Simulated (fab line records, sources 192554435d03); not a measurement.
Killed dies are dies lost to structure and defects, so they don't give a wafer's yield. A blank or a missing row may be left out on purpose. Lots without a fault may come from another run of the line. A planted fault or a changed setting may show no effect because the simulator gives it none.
fab line records | flow n5_finfet
record lots=7 wafers=39
route steps=1938 shown GATE_CUT@501
start_h: hours from the record's first day to the start of the lot's first wafer shown | wait_h: hours since the lot's step before | " the same as in the row above | L1.1+2: a row that stands for several wafers | - no value, or no start given | * or withheld: withheld | < > ~ a bound
route shown NAME@n: a module of which the file shows steps, and the number in the route of the first | usual: mean/standard deviation of fault-free wafers | same: alike in all rows | chamber/n: place in a boat | sites: the reading at each site | _std_site: their standard deviation | _edge_site: outer sites' mean less inner sites' | radius_mm: how far each site lies from the wafer's centre | mask NAME#n: copy n | behind: the tool/chamber that last shaped the wafer | hold: why the lot was held/for how many hours/how that ended | device: the transistor (n, p or np) that didn't switch | end of line: the same wafers' tests at the end of the route | a step without rows: its recipe alone | killed: dies lost to structure and defects at the first sort, not the wafer's yield | map: a wafer's dies, x killed, . not, _ none there
set.NAME: the setting as run; set.NAME@STEP: as run at that earlier step | model.NAME: the simulator's own value behind a step, which no gauge read
lots whose settings were changed on purpose; a table a step, a row a wafer
## steps
# step N5_GATE_CUT_CUT_ETCH_54
# recipe chemistry=Cl2/BCl3 target=TiN mask_material=SiO2 target_depth_a=967 pressure_mtorr=10 icp_w=1000 bias_w=126 Cl2_flow_sccm=53.25 bcl3_flow_sccm=21.75 Ar_flow_sccm=25 ends=cleared
# columns lot.wafer tool chamber start_h wait_h set.bias_w
L075.1+4+6 rie_metal-01 1,1,0 93.18 0.0 142.3
L075.2+3+5 " 0,0,1 " " 126
L076.1+2+6 rie_metal-02 1,0,1 101.18 0.0 119.3
L076.3+4+5 " 0,1,0 " " 126
L086.1+2+3+4+5+6 rie_metal-01 0,1,0,1,0,1 162.86 0.0 126
L089.1+5+6 rie_metal-03 0,0,1 174.21 0.0 126
L089.2+3+4 " 1,0,1 " " 113.2
L091.1+2+3+4+5+6 rie_metal-03 1,0,0,1,0,1 185.85 0.0 126
L092.1+3+4 rie_metal-01 1,1,0 197.63 0.0 126
L092.2+5+6 " 0,0,1 " " 143
L093.1+2+5 rie_metal-03 0,1,0 200.99 0.0 126
# step N5_GATE_CUT_CUT_ETCH_55
# recipe chemistry=BCl3 target=HfO2 mask_material=SiO2 target_depth_a=32 ion_energy_ev=30 pressure_mtorr=5 icp_w=450 bias_w=18 bcl3_flow_sccm=80
# step N5_GATE_CUT_ETCH_47
# recipe chemistry=Cl2/BCl3 target=SiO2 target_depth_a=100 pressure_mtorr=10 icp_w=1000 bias_w=126 Cl2_flow_sccm=53.25 bcl3_flow_sccm=21.75 Ar_flow_sccm=25
# step N5_GATE_CUT_ALD_22
# recipe material=SiNx target_thk_a=160 temp_c=400 ald_precursor_family=SiH2I2 ald_co_reactant=N2/H2-plasma pulse_time_s=1 ald_cycles=320 purge_time_s=2 co_reactant_purge_time_s=2 pressure_torr=2
# step N5_GATE_CUT_CMP_23
# recipe stop_on=SiO2 t_overpolish_s=23.4 post_cmp_clean=alkaline_brush down_force_psi=2.5 platen_rpm=51.8 pad_velocity_m_s=1.0307 target_thk_nm=16
# step N5_GATE_CUT_THK_MEAS_24
# recipe reads=SiO2_of_GATE_CUT_HM_DEP_46+SiO2_flowable_of_ILD0_FCVD_FILL_01
# usual GC_FILL_THK=220.5/2.9
# columns lot.wafer tool chamber start_h wait_h set.target_thk_a@GATE_CUT_HM_DEP_46 GC_FILL_THK[nm]
L075.1 film_metro-02 - 98.05 - 1300 215.9
L075.2 " - " " 1300 222.6
L075.3 " - " " 1300 215.5
L075.4 " - " " 1300 219.1
L075.5 " - " " 1300 221.4
L075.6 " - " " 1300 223.1
L076.1 film_metro-02 - 103.35 - 1149 208.0
L076.2 " - " " 1149 203.1
L076.3 " - " " 1149 207.7
L076.4 " - " " 1300 223.2
L076.5 " - " " 1300 219.9
L076.6 " - " " 1300 224.0
L086.1 film_metro-01 - 165.03 - 1300 218.2
L086.2 " - " " 1300 215.1
L086.3 " - " " 1300 216.2
L086.4 " - " " 1199 209.0
L086.5 " - " " 1199 208.7
L086.6 " - " " 1199 205.8
L089.1 film_metro-01 - 176.38 - 1300 225.4
L089.2 " - " " 1300 221.3
L089.3 " - " " 1300 224.8
L089.4 " - " " 1300 224.1
L089.5 " - " " 1300 226.0
L089.6 " - " " 1300 226.9
L091.1 film_metro-01 - 188.55 - 1351 225.5
L091.2 " - " " 1351 224.9
L091.3 " - " " 1351 229.0
L091.4 " - " " 1300 221.0
L091.5 " - " " 1300 225.2
L091.6 " - " " 1300 223.3
L092.1 film_metro-02 - 199.80 - 1300 222.0
L092.2 " - " " 1461 237.1
L092.3 " - " " 1300 219.6
L092.4 " - " " 1461 238.6
L092.5 " - " " 1300 222.5
L092.6 " - " " 1461 238.5
L093.1 film_metro-01 - 203.16 - 1300 220.9
L093.2 " - " " 1300 219.7
L093.5 " - " " 1300 221.5
# step N5_GATE_CUT_CMP_43
# recipe material=SiO2 post_cmp_clean=rinse_only
# columns lot.wafer tool chamber start_h wait_h set.target_thk_a@GATE_CUT_HM_DEP_46 model.SiO2_of_GATE_CUT_HM_DEP_46.thk_nm
L075.2+6 cmp-01 3 98.08 0.0 1300 5.2
L075.4+1+5 " 0,2,0 " " 1300 5
L075.3 " 1 " " 1300 4.8
L076.3+1 cmp-03 0,1 103.38 0.0 1149 4.4
L076.4+5 " 2,0 " " 1300 5
L076.2 " 3 " " 1149 4.2
L076.6 " 1 " " 1300 5.2
L086.2+3 cmp-02 2,0 165.06 0.0 1300 4.8
L086.1 " 3 " " 1300 5
L086.4 " 1 " " 1199 4.6
L086.6+5 " 2,3 " " 1199 4.4
L089.1+3+2+4+6 cmp-03 3,0,1,2,3 176.41 0.0 1300 5.2
L089.5 " 0 " " 1300 5.4
L091.2+1 cmp-03 1,2 188.58 0.0 1351 5.2
L091.4+6+5 " 3,1,2 " " 1300 5.2
L091.3 " 0 " " 1351 5.4
L092.2+4+6 cmp-03 1,0,2 199.83 0.0 1461 5.8
L092.3+1 " 2,3 " " 1300 5
L092.5 " 1 " " 1300 5.2
L093.1+5 cmp-01 1,0 203.27 0.1 1300 5
L093.2 " 3 " " 1300 4.8
## key
split step=N5_GATE_CUT_CUT_ETCH_54 setting=bias_w stated=126 by=wafer
response none clear
split outside_this_file step=N5_GATE_CUT_HM_DEP_46 setting=target_thk_a
# split outside_this_file: this setting was split too, and the file shows its column; the key of that split is in another file
